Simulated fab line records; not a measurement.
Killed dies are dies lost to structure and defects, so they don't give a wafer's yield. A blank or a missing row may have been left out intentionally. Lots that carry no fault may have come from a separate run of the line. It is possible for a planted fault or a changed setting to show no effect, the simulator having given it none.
Split-lot study + flow n5Finfet + route with 1938 steps; 7 lots, 21 wafers read

## SPLIT DETAILS
At N5_BEOL_M5_COAT_66 (time 60 s, resist thk 12 nm), the setting spinRpm was moved away from the recipe's 1500 rpm on 7 of the 21 wafers read, by -9.6% to +8.4%. This setting was run at the recipe's value on the other wafers.

The reading comes from the split's own step.

## THE READING
SiARC_of_BEOL_M5_COAT_66.thkNm (the simulator's own value, which no gauge read), in nm, at N5_BEOL_M5_COAT_66 (time 60 s, resist thk 12 nm). The file gives no usual value for it.

| wafer  | tool, chamber at the split | spinRpm as run, rpm | against the recipe | SiARC_of_BEOL_M5_COAT_66.thkNm, nm | against lot-mates on the recipe |
|--------|----------------------------|---------------------|--------------------|------------------------------------|---------------------------------|
| L075.1 | lithoTrack-01, 0           | 1500                | recipe             | 12                                 | -                               |
| L075.3 | lithoTrack-01, 0           | 1500                | recipe             | 12                                 | -                               |
| L075.6 | lithoTrack-01, 0           | 1500                | recipe             | 12                                 | -                               |
| L074.2 | lithoTrack-01, 0           | 1500                | recipe             | 12                                 | -                               |
| L074.4 | lithoTrack-01, 0           | 1500                | recipe             | 12                                 | -                               |
| L074.6 | lithoTrack-01, 0           | 1500                | recipe             | 12                                 | -                               |
| L077.3 | lithoTrack-05, 0           | 1583                | +5.5%              | 11.6                               | -0.4                            |
| L077.4 | lithoTrack-05, 0           | 1583                | +5.5%              | 11.8                               | -0.2                            |
| L077.6 | lithoTrack-05, 0           | 1500                | recipe             | 12                                 | -                               |
| L082.1 | lithoTrack-05, 0           | 1500                | recipe             | 12                                 | -                               |
| L082.3 | lithoTrack-05, 0           | 1500                | recipe             | 12                                 | -                               |
| L082.2 | lithoTrack-05, 0           | 1598                | +6.5%              | 11.6                               | -0.4                            |
| L086.2 | lithoTrack-05, 0           | 1500                | recipe             | 12                                 | -                               |
| L086.5 | lithoTrack-05, 0           | 1500                | recipe             | 12                                 | -                               |
| L086.6 | lithoTrack-05, 0           | 1500                | recipe             | 12                                 | -                               |
| L090.1 | lithoTrack-03, 0           | 1626                | +8.4%              | 11.6                               | no lot-mate on the recipe       |
| L090.3 | lithoTrack-03, 0           | 1626                | +8.4%              | 11.6                               | no lot-mate on the recipe       |
| L090.5 | lithoTrack-03, 0           | 1626                | +8.4%              | 11.6                               | no lot-mate on the recipe       |
| L092.1 | lithoTrack-05, 0           | 1356                | -9.6%              | 12.6                               | +0.6                            |
| L092.4 | lithoTrack-05, 0           | 1500                | recipe             | 12                                 | -                               |
| L092.5 | lithoTrack-05, 0           | 1500                | recipe             | 12                                 | -                               |

THE FIT
A straight line over all 21 wafers: SiARC_of_BEOL_M5_COAT_66.thkNm changes by -0.0542 nm for each +1% of spinRpm; r = -0.98; the points scatter about the line by 0.043 nm.
The same after taking each lot's own level away (the mean of its wafers on the recipe; 18 wafers): -0.0598 nm for each +1%; r = -0.98; scatter 0.037 nm.
According to that fit, moving spinRpm by its largest amount changes the reading by 0.57 nm.
The lots' own levels span 12.00 to 12.00 nm.
Consequently the slope shifts little with the lot-to-lot level, the two slopes agreeing.
Check: with one of the wafers moved furthest among these (-9.6%) left out of the fit, the line predicts +0.549 nm for it against its lot-mates. Against them it came out at +0.6 nm.

## THE OTHER SPLITS THESE WAFERS WENT THROUGH
Other splits were also applied to these wafers ahead of the reading. Each is held against what the fit with the lots' levels taken away leaves over:
| other split on the same wafers       | wafers away from the commonest value | r with SiARC_of_BEOL_M5_COAT_66.thkNm (lot level and that fit taken away) |
|--------------------------------------|--------------------------------------|---------------------------------------------------------------------------|
| N5_BEOL_M0_SAQP_ETCH_84 timeS        | 8                                    | -0.39                                                                     |
| N5_BEOL_M0_SAQP_SPACER1_ALD_98 tempC | 8                                    | -0.38                                                                     |
| N5_BEOL_M0_ETCH_138 sourceW          | 7                                    | -0.41                                                                     |
| N5_BEOL_M0_ETCH_128 sourceW          | 8                                    | +0.04                                                                     |
| N5_BEOL_M1_SPUTTER_48 timeS          | 8                                    | +0.23                                                                     |
| N5_BEOL_M2_ETCH_69 biasW             | 8                                    | -0.04                                                                     |
| N5_BEOL_M3_COAT_22 spinRpm           | 11                                   | +0.16                                                                     |
| N5_BEOL_M3_DESCUM_33 timeS           | 6                                    | -0.04                                                                     |
| N5_BEOL_M4_TRENCH_ETCH_37 sourceW    | 8                                    | -0.21                                                                     |

## THE FILE'S OWN FIT
SiARC_of_BEOL_M5_COAT_66.thkNm changes by -0.0606 nm for each +1% of spinRpm, r = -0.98.
